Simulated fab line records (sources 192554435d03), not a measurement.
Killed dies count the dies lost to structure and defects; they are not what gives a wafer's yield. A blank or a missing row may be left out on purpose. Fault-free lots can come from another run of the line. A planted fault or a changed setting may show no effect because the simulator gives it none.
fab line records -- flow n5-finfet
record lots=9, wafers=27, last-day=17
route steps=1938 shown BEOL_M4@1111 BEOL_M9@1446 PASSIVATION@1936
lots that met no fault: taken from a fault-free run of the same line
start-h: the number of hours between the record's first day and the start of the first shown wafer of the lot -- wait-h: hours from the lot's prior step to this one -- " as in the row above -- L1.1+2: a single row standing in for several wafers -- - either no value or no given start -- * or withheld: withheld -- < > ~ a bound
route shown NAME@n: a module of which the file shows steps, and the number in the route of the first -- usual: average and standard deviation across the fault-free wafers -- same: alike in all rows -- chamber/n: place in a boat -- sites: the reading at each site -- _std_site: standard deviation across them -- _edge_site: the outer-site mean with the inner-site mean subtracted -- radius-mm: how far each site lies from the wafer's centre -- mask NAME#n: copy n -- behind: tool/chamber where the wafer was last shaped -- hold: why the lot went on hold/how many hours it stayed there/how the hold came to an end -- device: names the non-switching transistor (n, p or np) -- end of line: tests run on the same wafers once the route is complete -- a step with no rows: only its recipe -- killed: the dies lost at the first sort to structure and to defects; this is not the yield of the wafer -- map: a wafer's dies, x killed, . not, _ none there
set.NAME: setting as actually run; set.NAME@STEP: the setting as run at that earlier step -- model.NAME: the simulator's own value behind a step, which no gauge read
route steps across a sampled set of lots; one table per step, one row per wafer
services: from which hour (start-h, from the record's first day; less than 0 if before it) a tool's chamber was out of use, for how many hours, and why
## steps
# step N5_BEOL_M4_RC_MEAS_101
# usual DIBL_N=37.5/1.9, DIBL_P=37.3/2.4, IOFF_N=0.18/0.038, IOFF_P=0.23/0.045, ION_N=677/11, ION_P=464/8.1, SS_N=72.0/0.68, SS_P=73.5/0.77, VT_N=249/3.3, VT_P=-249/3.6
lot.wafer,tool,chamber,start-h,wait-h,DIBL_N[mV/V],DIBL_P[mV/V],IOFF_N[nA/um],IOFF_P[nA/um],ION_N[uA/um],ION_P[uA/um],SS_N[mV/dec],SS_P[mV/dec],VT_N[mV],VT_P[mV]
L167.2,prober-02,0,168.38,0.2,38.1,37.5,0.18,0.20,672,449,72.3,73.7,250,-251
L167.4,prober-02,0,168.38,0.2,40.4,40.1,0.23,0.24,687,465,73.4,73.7,248,-249
L167.6,prober-02,0,168.38,0.2,37.6,36.8,0.17,0.19,665,451,71.6,73.8,252,-254
L171.1,prober-02,0,188.25,0.0,35.6,35.8,0.12,0.18,663,458,71.6,72.7,257,-254
L171.4,prober-02,0,188.25,0.0,39.6,39.9,0.19,0.25,674,467,72.5,74.1,251,-246
L171.6,prober-02,0,188.25,0.0,39.7,39.8,0.20,0.24,679,464,72.7,74.1,249,-252
L172.2,prober-01,0,195.90,0.2,37.5,35.8,0.17,0.24,670,466,71.7,73.2,248,-248
L172.4,prober-01,0,195.90,0.2,38.2,37.2,0.18,0.25,685,471,71.5,73.8,247,-247
L172.6,prober-01,0,195.90,0.2,36.4,35.1,0.15,0.22,673,469,71.0,72.5,248,-250
L174.4,prober-01,0,212.22,0.5,35.6,35.0,0.16,0.25,682,478,71.4,74.2,247,-246
L174.5,prober-01,0,212.22,0.5,38.9,37.3,0.21,0.29,692,481,71.5,74.3,248,-244
L174.6,prober-01,0,212.22,0.5,38.5,36.6,0.21,0.26,687,469,72.3,74.1,248,-245
L182.1,prober-01,0,267.16,0.0,36.8,35.2,0.17,0.23,682,467,71.5,72.5,251,-245
L182.4,prober-01,0,267.16,0.0,37.4,34.8,0.18,0.24,676,470,72.2,73.2,251,-246
L182.6,prober-01,0,267.16,0.0,34.9,33.6,0.14,0.19,663,454,71.0,72.4,251,-250
L181.2,prober-02,0,269.07,0.2,36.3,36.8,0.16,0.20,666,460,71.8,73.5,252,-253
L181.4,prober-02,0,269.07,0.2,38.0,39.5,0.21,0.23,692,464,72.0,74.0,244,-251
L181.6,prober-02,0,269.07,0.2,35.7,36.7,0.16,0.20,672,459,71.4,73.0,249,-250
L183.2,prober-01,0,273.70,0.2,38.6,38.3,0.18,0.26,678,468,72.4,74.2,246,-246
L183.4,prober-01,0,273.70,0.2,42.1,41.9,0.27,0.32,703,473,73.1,75.1,244,-243
L183.6,prober-01,0,273.70,0.2,40.1,38.9,0.22,0.26,697,474,73.2,74.1,247,-249
L185.1,prober-02,0,290.96,0.0,40.4,40.5,0.23,0.27,687,463,72.3,74.8,244,-250
L185.3,prober-02,0,290.96,0.0,34.6,33.0,0.11,0.16,658,459,71.4,72.1,257,-255
L185.4,prober-02,0,290.96,0.0,39.7,38.5,0.23,0.24,690,463,72.9,74.0,244,-246
L189.2,prober-02,0,300.38,0.2,38.9,38.9,0.22,0.25,682,458,72.6,73.9,248,-249
L189.4,prober-02,0,300.38,0.2,36.0,36.7,0.15,0.21,675,466,71.9,72.7,249,-248
L189.5,prober-02,0,300.38,0.2,34.5,36.0,0.13,0.20,664,462,71.6,73.4,253,-250
# step N5_BEOL_M9_TRENCH_ETCH_37
# recipe chemistry=C4F6/O2, target-depth-a=1514.3, target=SiCOH_lowk, time-s=49, ion-energy-ev=250, pressure-mtorr=30, source-w=345, bias-w=185, Ar_flow_sccm=300, C4F6_flow_sccm=10, O2_flow_sccm=10
# usual C4F6_flow_sccm=9.998/0.028, drypump-motor-current-A=5.90/0.3, oes-product-au=0.79/0.08, rf-fwd-power-W=341.5/1.5, rf-vpp-V=661/21, showerhead-plenum-p-Torr=2.84/0.083, throttle-valve-pct=20.89/0.18
lot.wafer,tool,chamber,start-h,wait-h,C4F6_flow_sccm,drypump-motor-current-A,oes-product-au,rf-fwd-power-W,rf-hours-counter-h,rf-vpp-V,showerhead-plenum-p-Torr,throttle-valve-pct
L167.2,rie-diel-05,1,-,-,10.008,5.53,0.78,341.0,152,657,2.71,21.00
L167.4,rie-diel-05,2,-,-,9.991,5.70,0.86,340.3,53,627,2.78,20.76
L167.6,rie-diel-05,3,-,-,10.009,6.10,0.71,342.9,-,678,2.90,20.81
L171.1,rie-diel-02,3,-,-,10.015,6.08,0.94,340.8,21,638,2.92,21.17
L171.4,rie-diel-02,2,-,-,10.028,6.12,0.94,339.4,-,661,3.00,20.63
L171.6,rie-diel-02,3,-,-,9.977,6.08,0.94,343.3,-,639,2.92,21.19
L172.2,rie-diel-05,0,-,-,10.002,5.55,0.73,341.6,215,705,2.80,21.01
L172.4,rie-diel-05,2,-,-,9.972,5.72,0.85,342.2,59,627,2.78,20.76
L172.6,rie-diel-05,0,-,-,10.024,5.58,0.73,342.6,-,705,2.80,21.00
L174.4,rie-diel-05,1,-,-,10.047,5.51,0.77,340.8,164,657,2.70,21.00
L174.5,rie-diel-05,0,-,-,10.001,5.54,0.73,342.1,-,705,2.80,21.02
L174.6,rie-diel-05,3,-,-,10.033,6.12,0.72,340.9,-,677,2.89,20.83
L182.1,rie-diel-01,2,-,-,9.983,5.59,0.84,344.1,68,671,2.89,20.77
L182.4,rie-diel-01,0,-,-,9.941,6.10,0.86,342.9,44,671,2.89,20.61
L182.6,rie-diel-01,2,-,-,9.995,5.65,0.84,342.6,-,672,2.89,20.79
L181.2,rie-diel-02,3,-,-,9.994,6.08,0.89,340.5,42,639,2.91,21.23
L181.4,rie-diel-02,1,-,-,10.021,6.56,0.69,341.9,208,651,2.82,21.10
L181.6,rie-diel-02,3,-,-,10.027,6.08,0.89,340.4,-,639,2.91,21.22
L183.2,rie-diel-05,0,-,-,9.985,5.54,0.71,341.3,237,706,2.79,21.05
L183.4,rie-diel-05,1,-,-,9.988,5.51,0.75,340.3,182,658,2.70,21.02
L183.6,rie-diel-05,3,-,-,9.986,6.11,0.69,341.7,-,677,2.88,20.85
L185.1,rie-diel-02,3,-,-,10.032,6.07,0.87,343.4,50,639,2.90,21.21
L185.3,rie-diel-02,1,-,-,10.023,6.54,0.68,341.4,216,649,2.81,21.10
L185.4,rie-diel-02,2,-,-,9.974,6.14,0.88,338.5,41,661,2.98,20.69
L189.2,rie-diel-02,3,-,-,10.063,6.09,0.88,340.5,53,638,2.90,21.23
L189.4,rie-diel-02,1,-,-,9.960,6.56,0.68,342.0,219,651,2.81,21.12
L189.5,rie-diel-02,2,-,-,10.028,6.13,0.88,339.7,-,659,2.98,20.69
# step N5_BEOL_M9_STRIP_80
# recipe chemistry=N2/H2, time-s=10, power-w=450, temp-c=40, pressure-mtorr=20, rf-frequency-hz=6e+07, bias-power-w=7, n2-flow-sccm=200, h2-flow-sccm=200
# usual drypump-motor-current-A=5.90/0.3, oes-product-au=0.79/0.08, rf-vpp-V=59.3/0.9, showerhead-plenum-p-Torr=2.55/0.086, throttle-valve-pct=23.77/0.25
lot.wafer,tool,chamber,start-h,wait-h,drypump-motor-current-A,oes-product-au,rf-hours-counter-h,rf-vpp-V,showerhead-plenum-p-Torr,throttle-valve-pct
L167.2,rie-diel-05,1,-,-,5.52,0.77,152,59.7,2.47,24.29
L167.4,rie-diel-05,2,-,-,5.72,0.87,53,59.0,2.47,23.80
L167.6,rie-diel-05,3,-,-,6.11,0.74,-,59.7,2.62,23.75
L171.1,rie-diel-02,3,-,-,6.10,0.93,21,58.4,2.57,23.46
L171.4,rie-diel-02,2,-,-,6.15,0.94,-,59.5,2.74,24.07
L171.6,rie-diel-02,3,-,-,6.09,0.93,-,58.4,2.57,23.47
L172.2,rie-diel-05,0,-,-,5.56,0.74,215,59.7,2.52,23.86
L172.4,rie-diel-05,2,-,-,5.70,0.86,59,60.0,2.47,23.81
L172.6,rie-diel-05,0,-,-,5.58,0.74,-,59.7,2.52,23.88
L174.4,rie-diel-05,1,-,-,5.53,0.77,164,58.9,2.46,24.29
L174.5,rie-diel-05,0,-,-,5.56,0.75,-,59.5,2.52,23.87
L174.6,rie-diel-05,3,-,-,6.09,0.72,-,59.2,2.61,23.78
L182.1,rie-diel-01,2,-,-,5.58,0.83,68,59.3,2.57,23.57
L182.4,rie-diel-01,0,-,-,6.08,0.87,44,59.8,2.60,23.54
L182.6,rie-diel-01,2,-,-,5.57,0.84,-,58.7,2.57,23.56
L181.2,rie-diel-02,3,-,-,6.09,0.91,42,59.9,2.56,23.48
L181.4,rie-diel-02,1,-,-,6.58,0.70,208,59.2,2.52,23.78
L181.6,rie-diel-02,3,-,-,6.08,0.90,-,59.9,2.56,23.49
L183.2,rie-diel-05,0,-,-,5.57,0.72,237,59.5,2.51,23.91
L183.4,rie-diel-05,1,-,-,5.52,0.75,182,59.4,2.46,24.32
L183.6,rie-diel-05,3,-,-,6.13,0.71,-,57.8,2.60,23.80
L185.1,rie-diel-02,3,-,-,6.12,0.89,50,58.7,2.56,23.50
L185.3,rie-diel-02,1,-,-,6.58,0.69,216,58.0,2.52,23.78
L185.4,rie-diel-02,2,-,-,6.14,0.90,41,61.9,2.73,24.12
L189.2,rie-diel-02,3,-,-,6.07,0.88,53,61.2,2.56,23.49
L189.4,rie-diel-02,1,-,-,6.56,0.68,219,58.9,2.51,23.79
L189.5,rie-diel-02,2,-,-,6.18,0.89,-,58.2,2.73,24.11
# step N5_BEOL_M9_SURFACE_TREAT_79
# recipe gas=Ar, time-s=*, ion-energy-ev=*, ion-current-ma-cm2=0.5, pressure-mtorr=*, ar-flow-sccm=30
# usual throttle-valve-pct=*
lot.wafer,tool,chamber,start-h,wait-h,throttle-valve-pct
L167.2,pvd-sputter-02,-,218.86,0.2,*
L167.4,pvd-sputter-02,-,218.86,0.2,*
L167.6,pvd-sputter-02,-,218.86,0.2,*
L171.1,pvd-sputter-03,-,238.56,0.2,*
L171.4,pvd-sputter-03,-,238.56,0.2,*
L171.6,pvd-sputter-03,-,238.56,0.2,*
L172.2,pvd-sputter-02,-,242.31,0.2,*
L172.4,pvd-sputter-02,-,242.31,0.2,*
L172.6,pvd-sputter-02,-,242.31,0.2,*
L174.4,pvd-sputter-03,-,255.26,0.2,*
L174.5,pvd-sputter-03,-,255.26,0.2,*
L174.6,pvd-sputter-03,-,255.26,0.2,*
L181.2,pvd-sputter-03,-,313.82,2.0,*
L181.4,pvd-sputter-03,-,313.82,2.0,*
L181.6,pvd-sputter-03,-,313.82,2.0,*
L182.1,pvd-sputter-03,-,313.94,1.9,*
L182.4,pvd-sputter-03,-,313.94,1.9,*
L182.6,pvd-sputter-03,-,313.94,1.9,*
L183.2,pvd-sputter-03,-,321.50,0.2,*
L183.4,pvd-sputter-03,-,321.50,0.2,*
L183.6,pvd-sputter-03,-,321.50,0.2,*
L185.1,pvd-sputter-03,-,335.96,0.2,*
L185.3,pvd-sputter-03,-,335.96,0.2,*
L185.4,pvd-sputter-03,-,335.96,0.2,*
L189.2,pvd-sputter-03,-,344.90,1.8,*
L189.4,pvd-sputter-03,-,344.90,1.8,*
L189.5,pvd-sputter-03,-,344.90,1.8,*
# step N5_BEOL_M9_SPUTTER_48
# recipe material=Cu, target-thk-a=120, temp-c=-20, bias-v=60, power-w=26000, chamber-pressure-pa=0.13, time-s=2
# usual bias-v=59.9/0.57, cathode-dc-power-W=26000/4.4, throttle-valve-pct=30.0/0.88
lot.wafer,tool,chamber,start-h,wait-h,bias-v,cathode-dc-power-W,throttle-valve-pct
L167.2,pvd-sputter-02,-,219.07,0.1,60.1,26001,30.3
L167.4,pvd-sputter-02,-,219.07,0.1,59.7,26004,30.3
L167.6,pvd-sputter-02,-,219.07,0.1,59.4,26001,30.5
L171.1,pvd-sputter-03,-,238.86,0.1,-,-,-
L171.4,pvd-sputter-03,-,238.86,0.1,-,-,-
L171.6,pvd-sputter-03,-,238.86,0.1,-,-,-
L172.2,pvd-sputter-02,-,242.53,0.1,-,-,-
L172.4,pvd-sputter-02,-,242.53,0.1,-,-,-
L172.6,pvd-sputter-02,-,242.53,0.1,-,-,-
L174.4,pvd-sputter-03,-,255.56,0.1,-,-,-
L174.5,pvd-sputter-03,-,255.56,0.1,-,-,-
L174.6,pvd-sputter-03,-,255.56,0.1,-,-,-
L181.2,pvd-sputter-03,-,314.08,0.1,60.8,26005,28.3
L181.4,pvd-sputter-03,-,314.08,0.1,60.3,25998,30.9
L181.6,pvd-sputter-03,-,314.08,0.1,60.3,25993,28.7
L182.1,pvd-sputter-03,-,314.34,0.1,59.3,26001,31.0
L182.4,pvd-sputter-03,-,314.34,0.1,59.6,26003,29.8
L182.6,pvd-sputter-03,-,314.34,0.1,59.1,26005,28.7
L183.2,pvd-sputter-03,-,321.92,0.1,59.6,26002,29.8
L183.4,pvd-sputter-03,-,321.92,0.1,59.2,26000,31.1
L183.6,pvd-sputter-03,-,321.92,0.1,58.9,25986,29.4
L185.1,pvd-sputter-02,-,336.37,0.2,59.9,26004,30.1
L185.3,pvd-sputter-02,-,336.37,0.2,60.2,26000,30.1
L185.4,pvd-sputter-02,-,336.37,0.2,59.8,25997,30.6
L189.2,pvd-sputter-02,-,345.44,0.2,60.6,25997,30.5
L189.4,pvd-sputter-02,-,345.44,0.2,59.9,26004,30.4
L189.5,pvd-sputter-02,-,345.44,0.2,59.6,25997,30.3
# step N5_BEOL_M9_CMP_52
# recipe stop-on=SiCOH_lowk, t-overpolish-s=7, down-force-psi=1, platen-rpm=50, clearing-platen-down-force-psi=1.5, clearing-platen-rpm=50, post-cmp-clean=cu-alkaline, target-thk-nm=140, clearing-platen-pad-velocity-m-s=0.99484, pad-velocity-m-s=0.99484
# usual clearing-platen-down-force-psi=1.5003/0.0029, motor-current-A=5.9/0.34, pad-life-wafers=1071/620, time-to-endpoint-s=66/3.8
lot.wafer,tool,chamber,start-h,wait-h,clearing-platen-down-force-psi,motor-current-A,pad-life-wafers,time-to-endpoint-s
L167.2,cmp-03,0,220.02,0.2,1.4987,5.7,2112,64
L167.4,cmp-03,2,220.02,0.2,1.4998,6.0,2114,68
L167.6,cmp-03,0,220.02,0.2,1.4999,6.0,-,61
L171.4,cmp-02,1,239.38,0.1,1.4983,5.7,1134,1
L171.1,cmp-02,3,239.38,0.1,1.4966,5.9,1136,5
L171.6,cmp-02,2,239.38,0.1,1.4994,6.1,-,5
L172.2,cmp-02,3,243.73,0.3,1.4982,5.7,1177,0
L172.4,cmp-02,0,243.73,0.3,1.4977,5.3,1178,0
L172.6,cmp-02,2,243.73,0.3,1.4955,6.0,-,2
L174.4,cmp-03,3,257.82,0.2,1.4991,6.3,211,0
L174.5,cmp-03,2,257.82,0.2,1.5028,5.9,-,0
L174.6,cmp-03,3,257.82,0.2,1.5004,6.4,-,0
L181.2,cmp-02,0,314.60,0.2,1.4999,5.2,1794,67
L181.4,cmp-02,1,314.60,0.2,1.4943,5.8,1795,63
L181.6,cmp-02,1,314.60,0.2,1.5015,6.0,-,62
L182.4,cmp-04,2,315.18,0.2,1.4973,6.4,247,64
L182.1,cmp-04,0,315.18,0.2,1.5013,5.9,249,74
L182.6,cmp-04,2,315.18,0.2,1.4997,6.7,-,65
L183.4,cmp-03,1,322.51,0.2,1.5022,5.9,786,63
L183.2,cmp-03,2,322.51,0.2,1.4980,6.2,787,65
L183.6,cmp-03,1,322.51,0.2,1.5058,5.9,-,61
L185.4,cmp-03,2,337.17,0.1,1.4947,6.0,906,71
L185.1,cmp-03,0,337.17,0.1,1.4975,5.7,908,67
L185.3,cmp-03,1,337.17,0.1,1.5026,5.8,909,66
L189.4,cmp-03,1,346.06,0.2,1.4999,5.8,984,65
L189.2,cmp-03,0,346.06,0.2,1.5038,5.7,987,65
L189.5,cmp-03,2,346.06,0.2,1.5092,6.0,-,67
# step N5_PASSIVATION_PROBE_49
# usual defect-limited-yield=91.2/1.5, killed_at_M0_to_M3=31/10, killed_at_M4_up=15/5.9, killed-at-contacts=13/6, killed-at-front-end=41/11, killed-at-other=4/3.1, killed-dies=104/18, killed-on-rim=14/4.1, killed-open=68/13, killed-short=33/8.1, sort_bin_4_leakage=0.00/0.03, sort_bin_5_function=5.1/1.1, sort_bin_6_memory=3.2/0.69, sort-n-pass=1076/18, sort-yield-pct=91.2/1.5
# same gross-dies=1180, killed-at-back-side=0, sort_bin_8_speed[%]=0
lot.wafer,tool,chamber,start-h,wait-h,defect-limited-yield[%],killed_at_M0_to_M3,killed_at_M4_up,killed-at-contacts,killed-at-front-end,killed-at-other,killed-dies,killed-on-rim,killed-open,killed-short,sort_bin_4_leakage[%],sort_bin_5_function[%],sort_bin_6_memory[%],sort-n-pass,sort-yield-pct[%]
L171.1,prober-01,-,290.25,0.0,0,20,1101,11,44,4,1180,152,70,33,0,95.8,4.0,0,0
L171.4,prober-01,-,290.40,0.2,0,31,1072,20,52,5,1180,152,82,34,0,95.8,3.9,0,0
L171.6,prober-01,-,290.50,0.3,0,23,1111,17,29,0,1180,152,54,29,0,97.0,2.6,0,0
L172.2,prober-01,-,295.43,0.1,0,31,1108,9,25,7,1180,152,67,25,0,98.0,1.6,0,0
L172.4,prober-01,-,295.53,0.2,0,45,1058,13,53,11,1180,152,87,43,0,95.6,4.1,0,0
L172.6,prober-01,-,295.63,0.3,0,38,1085,19,32,6,1180,152,85,32,0,96.1,3.5,0,0
L174.4,prober-02,-,316.26,0.2,0,16,1111,5,44,4,1180,152,48,40,0,96.3,3.4,0,0
L174.5,prober-02,-,316.31,0.2,0,23,1095,15,40,7,1180,152,60,39,0,96.9,3.1,0,0
L174.6,prober-02,-,316.36,0.3,0,17,1105,17,38,3,1180,152,58,29,0,96.4,3.5,0,0
L181.4,prober-01,-,364.64,0.2,89.7,34,18,26,43,1,122,14,85,37,0,6.9,3.2,1058,89.7
L181.6,prober-01,-,364.74,0.3,95.5,16,1,7,29,0,53,8,34,19,0,2.2,2.1,1127,95.5
L182.1,prober-01,-,372.28,0.0,92.2,28,17,13,28,6,92,12,57,26,0,3.8,3.0,1088,92.2
L182.4,prober-01,-,372.43,0.2,92.3,31,14,15,27,4,91,12,52,39,0,3.9,3.4,1089,92.3
L182.6,prober-01,-,372.53,0.3,91.8,50,6,3,37,1,97,15,68,29,0,5.5,2.5,1083,91.8
L185.1,prober-02,-,394.70,0.0,90.6,27,22,9,50,3,111,20,76,35,0,5.8,3.2,1069,90.6
L185.3,prober-02,-,394.80,0.1,91.1,16,17,12,54,6,105,17,62,38,0,4.7,3.2,1075,91.1
L185.4,prober-02,-,394.85,0.2,90.3,23,31,11,44,6,115,18,78,37,0,5.7,3.8,1065,90.3
# killed by level:class
L171.1 BEOL_M9:area-sputter=542 BEOL_M9:area-ecd=535 FIN_SAQP:geometric-particle:short=9 STI_FIN_REVEAL:geometric-particle:open=9 BEOL_M0_SAQP:geometric-particle:open=9 MOL_CONTACT_COAG:geometric-particle:open=8 BEOL_M4:geometric-particle:open=8 FIN_SAQP:geometric-particle:open=6
L171.4 BEOL_M9:area-sputter=551 BEOL_M9:area-ecd=510 MOL_CONTACT_COAG:geometric-particle:open=19 STI_FIN_REVEAL:geometric-particle:open=13 FIN_SAQP:geometric-particle:open=11 GATE_CUT:geometric-particle:short=9 BEOL_M0_SAQP:geometric-particle:open=8 BEOL_M2:geometric-particle:open=7
L171.6 BEOL_M9:area-ecd=559 BEOL_M9:area-sputter=537 MOL_CONTACT_COAG:geometric-particle:open=11 BEOL_M0_SAQP:geometric-particle:open=8 FIN_SAQP:geometric-particle:open=6 MOL_CONTACT_COAG:geometric-particle:short=6 BEOL_M0_SAQP:geometric-particle:short=6 GATE_CUT:geometric-particle:short=5
L172.2 BEOL_M9:area-sputter=550 BEOL_M9:area-ecd=538 BEOL_M4:geometric-particle:open=12 BEOL_M2:geometric-particle:open=10 BEOL_M3:geometric-particle:open=8 FIN_SAQP:geometric-particle:open=7 MOL_CONTACT_COAG:geometric-particle:open=7 DUMMY_GATE:geometric-particle:open=6
L172.4 BEOL_M9:area-ecd=563 BEOL_M9:area-sputter=487 FIN_SAQP:geometric-particle:open=16 BEOL_M2:geometric-particle:open=13 BEOL_M0_SAQP:geometric-particle:open=12 BEOL_M3:geometric-particle:open=8 FIN_SAQP:geometric-particle:short=7 MOL_CONTACT_COAG:geometric-particle:open=7
L172.6 BEOL_M9:area-ecd=545 BEOL_M9:area-sputter=517 BEOL_M4:geometric-particle:open=17 MOL_CONTACT_COAG:geometric-particle:open=15 FIN_SAQP:geometric-particle:open=10 BEOL_M3:geometric-particle:open=9 BEOL_M0_SAQP:geometric-particle:open=8 STI_FIN_REVEAL:geometric-particle:open=5
L174.4 BEOL_M9:area-ecd=555 BEOL_M9:area-sputter=537 FIN_SAQP:geometric-particle:short=13 FIN_SAQP:geometric-particle:open=9 BEOL_M4:geometric-particle:short=8 STI_FIN_REVEAL:geometric-particle:open=6 BEOL_M4:geometric-particle:open=5 GATE_CUT:geometric-particle:short=4
L174.5 BEOL_M9:area-ecd=563 BEOL_M9:area-sputter=516 FIN_SAQP:geometric-particle:open=12 FIN_SAQP:geometric-particle:short=11 MOL_CONTACT_COAG:geometric-particle:open=9 BEOL_M3:geometric-particle:open=7 BEOL_M4:geometric-particle:open=6 MOL_CONTACT_COAG:geometric-particle:short=6
L174.6 BEOL_M9:area-ecd=559 BEOL_M9:area-sputter=532 MOL_CONTACT_COAG:geometric-particle:open=15 FIN_SAQP:geometric-particle:short=7 FIN_SAQP:geometric-particle:open=7 BEOL_M2:geometric-particle:open=6 GATE_CUT:geometric-particle:short=5 BEOL_M1:geometric-particle:open=5
L181.4 MOL_CONTACT_COAG:geometric-particle:open=21 FIN_SAQP:geometric-particle:open=13 BEOL_M3:geometric-particle:open=9 BEOL_M4:geometric-particle:open=9 STI_FIN_REVEAL:geometric-particle:open=8 BEOL_M0_SAQP:geometric-particle:open=6 GATE_CUT:geometric-particle:short=5 MOL_CONTACT_COAG:geometric-particle:short=5
L181.6 STI_FIN_REVEAL:geometric-particle:open=6 MOL_CONTACT_COAG:geometric-particle:open=6 BEOL_M3:geometric-particle:open=6 STARTING-WAFER:geometric-particle:short=5 FIN_SAQP:geometric-particle:open=3 FIN_CUT:geometric-particle:open=3 ILD0:geometric-particle:short=3 BEOL_M0_SAQP:geometric-particle:short=3
L182.1 BEOL_M1:geometric-particle:open=11 BEOL_M4:geometric-particle:open=10 HKMG_FIN:area-etch=9 MOL_CONTACT_COAG:geometric-particle:short=7 MOL_CONTACT_COAG:geometric-particle:open=6 DUMMY_GATE:geometric-particle:open=5 MIM_TOP:geometric-particle:open=4 STI_FIN_REVEAL:geometric-particle:open=3
L182.4 BEOL_M0_SAQP:geometric-particle:short=12 MOL_CONTACT_COAG:geometric-particle:open=10 BEOL_M4:geometric-particle:open=10 BEOL_M0_SAQP:geometric-particle:open=8 FIN_SAQP:geometric-particle:short=7 STI_FIN_REVEAL:geometric-particle:open=5 MOL_CONTACT_COAG:geometric-particle:short=5 STARTING-WAFER:geometric-particle:open=5
L182.6 BEOL_M0_SAQP:geometric-particle:open=19 BEOL_M0_SAQP:geometric-particle:short=9 STI_FIN_REVEAL:geometric-particle:open=8 BEOL_M3:geometric-particle:open=7 FIN_SAQP:geometric-particle:short=6 BEOL_M1:geometric-particle:open=6 FIN_SAQP:geometric-particle:open=5 BEOL_M2:geometric-particle:open=4
L185.1 FIN_SAQP:geometric-particle:open=15 BEOL_M4:geometric-particle:open=12 FIN_SAQP:geometric-particle:short=9 MOL_CONTACT_COAG:geometric-particle:open=9 STI_FIN_REVEAL:geometric-particle:open=7 BEOL_M2:geometric-particle:open=7 BEOL_M0_SAQP:geometric-particle:short=7 GATE_CUT:geometric-particle:open=5
L185.3 FIN_SAQP:geometric-particle:open=16 FIN_SAQP:geometric-particle:short=9 MOL_CONTACT_COAG:geometric-particle:open=9 STI_FIN_REVEAL:geometric-particle:open=7 BEOL_M3:geometric-particle:open=7 BEOL_M4:geometric-particle:open=6 STARTING-WAFER:geometric-particle:short=5 HKMG_FIN:area-etch=5
L185.4 BEOL_M4:geometric-particle:open=19 FIN_SAQP:geometric-particle:open=18 MOL_CONTACT_COAG:geometric-particle:open=8 FIN_SAQP:geometric-particle:short=7 BEOL_M2:geometric-particle:open=6 GATE_CUT:geometric-particle:short=4 BEOL_M0_SAQP:geometric-particle:open=4 BEOL_M4:geometric-particle:short=4
## services
tool,chamber,start-h,hours,kind
rie-diel-05,1,197.71,7.7,repair
cmp-02,-,207.54,0.9,repair
cmp-02,-,224.50,9.2,repair
cmp-03,-,227.22,4.0,pm
rie-diel-02,1,230.86,7.7,repair
cmp-03,-,231.22,-,consumable-replace:conditioner
cmp-03,-,231.22,-,consumable-replace:pad
rie-diel-02,2,237.49,1.5,repair
cmp-04,-,238.70,5.5,pm
cmp-04,-,262.32,11.4,pm
rie-diel-01,-,271.14,0.8,repair
cmp-04,-,279.06,4.0,pm
cmp-04,-,283.06,-,consumable-replace:conditioner
cmp-04,-,283.06,-,consumable-replace:pad
cmp-02,-,301.07,2.4,repair
rie-diel-05,2,301.90,1.7,repair
cmp-02,-,321.04,6.1,pm
rie-diel-05,3,343.35,14.3,repair
rie-diel-01,3,345.53,1.9,repair
## key
first-sign step=N5_BEOL_M9_SPUTTER_48, reading=tool-record, direction=missing
effect step=N5_BEOL_M9_CMP_52, reading=time-to-endpoint-s, direction=down, sigmas=17, usual=*, struck=*
effect step=N5_PASSIVATION_PROBE_49, reading=killed_at_M4_up, direction=up, sigmas=99+, usual=15, struck=1094
more-kills-born-at N5_BEOL_M9_ECD_50@ecd-cu-02=3281, N5_BEOL_M9_SPUTTER_48@pvd-sputter-03=3215, N5_BEOL_M9_ECD_50@ecd-cu-01=1646
met-at N5_BEOL_M9_SPUTTER_48
struck-lots L171,L172,L174
later-rows-left-out L171.1,L171.4,L171.6,L172.2,L172.4,L172.6,L174.4,L174.5,L174.6
not-acting-at N5_BEOL_M9_TRENCH_ETCH_37,N5_BEOL_M9_STRIP_80,N5_BEOL_M9_SURFACE_TREAT_79
onset-between 219.07 238.86
fault kind=skipped-step-whole, tool=pvd-sputter-02,pvd-sputter-03, chamber=-, onset-h=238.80, steps=N5_BEOL_M9_SPUTTER_48, scope=struck-lots-only
# later-rows-left-out: the simulator's readings of these wafers behind a module that went badly wrong aren't trusted and aren't shown, but for the sort
